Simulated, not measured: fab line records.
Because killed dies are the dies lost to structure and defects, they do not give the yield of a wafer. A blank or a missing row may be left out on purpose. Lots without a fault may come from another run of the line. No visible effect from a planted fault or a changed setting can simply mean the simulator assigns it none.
Problem report in the 8D (eight disciplines) form, filled by code || flow nand_harc || the parts of the form that need people (team, actions taken, sign-off) are left out

## 1. THE PROBLEM
At NHARC_END_SORT_01, killed_at_array averages 670 over 2 wafers from 2 lots, while fault-free wafers read 52, standard deviation 16. That puts it +39 standard deviations away from the usual mean.
First seen on wafer L683.1, day 26 12:02, on prober-01. Wafers with a number at this step in the record: 7, from 3 lots. Rule for "out", or "out of limits": more than 4 standard deviations from the usual mean. Any other wafer with a number is counted as sound.

## 2. WHAT THIS IS AND IS NOT
{"question": "which readings at this step", "is": "killed_at_array, killed_dies", "is not": "killed_at_periphery, killed_open"}
{"question": "which lots", "is": "L683, L685", "is not": "L687"}
{"question": "which wafers of those lots", "is": "L683.1, L685.6", "is not": "L683.5, L685.4"}
{"question": "read on which gauges", "is": "prober-01, prober-02", "is not": "-"}
{"question": "when", "is": "from day 26 12:02", "is not": "up to then (0 sound wafers); but 5 sound wafers of L683, L685, L687 came after"}

## 3. THE SUSPECTS, EACH WITH WHAT RULES IT OUT
Counting: if a tool at a process step up to the reading ran every lot that is out, it stays a suspect. Sound lots after the first of them don't rule it out here, since some wafers of a struck lot are sound.
- the gauge at NHARC_END_SORT_01 has been ruled out. 2 gauges (prober-01, prober-02) read the wafers that are out.
- rie_diel-09 at NHARC_A_STAIRCASE_TRIM_231 (chemistry O2, time 211.2 s): kept. It ran every lot that is out, first L683 (day 18 09:10). Because NHARC_A_STAIRCASE_TRIM_231 lacks a start for some lots, the hours and order of its lots are taken from NHARC_A_STAIRCASE_ETCH_234.
- rie_diel-09 at NHARC_A_STAIRCASE_ETCH_234 (etches the open film in C4F8/O2, target depth 100 nm, time 40.5 s): kept. It ran every lot that is out, first L683 (day 18 09:10). Out on those wafers are its own readings of oes_product_au.
- Within rie_diel-09 at NHARC_A_STAIRCASE_ETCH_234: the wafers that are out ran in chambers 0, 1; their sound lot-mates ran in chamber 2.
What counting leaves: rie_diel-09 at NHARC_A_STAIRCASE_TRIM_231 and rie_diel-09 at NHARC_A_STAIRCASE_ETCH_234.

## 4. THE CAUSE (what the simulator had put in)
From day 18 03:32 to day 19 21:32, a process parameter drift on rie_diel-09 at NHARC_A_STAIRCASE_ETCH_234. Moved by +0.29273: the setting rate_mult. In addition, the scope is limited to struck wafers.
2 suspects survive the count, and this tool is in that group.

## 5. THE EFFECT CHAIN, in route order
One row per reading whose mean, taken over the struck wafers that have a number, lies over 3 standard deviations from the usual. Scope: only readings with a usual standard deviation given in the record; hours: median across lots of the time from each lot's start at the first step in this table that gives one to its start at this step; sigmas: change in usual standard deviations.
{"hours": 0, "step": "NHARC_A_STAIRCASE_ETCH_234", "reading": "oes_product_au", "usual": "0.947 a.u.", "on struck wafers": 1.106, "change": "+0.159", "sigmas": "+16"}
{"hours": 197, "step": "NHARC_END_SORT_01", "reading": "killed_at_array", "usual": 52, "on struck wafers": 670, "change": "+618", "sigmas": "+39"}
{"hours": 197, "step": "NHARC_END_SORT_01", "reading": "killed_dies", "usual": 57, "on struck wafers": 676, "change": "+619", "sigmas": "+39"}
The process steps in it:
- NHARC_A_STAIRCASE_ETCH_234: etches the open film in C4F8/O2, target depth 100 nm, time 40.5 s.

## 6. HOW IT WOULD HAVE BEEN CAUGHT EARLIER
The first out-of-limits reading at a measuring or inspecting step in this record came at day 26 12:02, 200 hours after the fault's start at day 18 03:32.
Tool's own readings at NHARC_A_STAIRCASE_ETCH_234, oes_product_au: out on all struck wafers the step has rows for; an alarm limit on them would have tripped on the first.
All the lots that are out (2) had begun NHARC_A_STAIRCASE_ETCH_234 on rie_diel-09 by day 26 12:02. Tool hold at that time: it would have spared none of them.
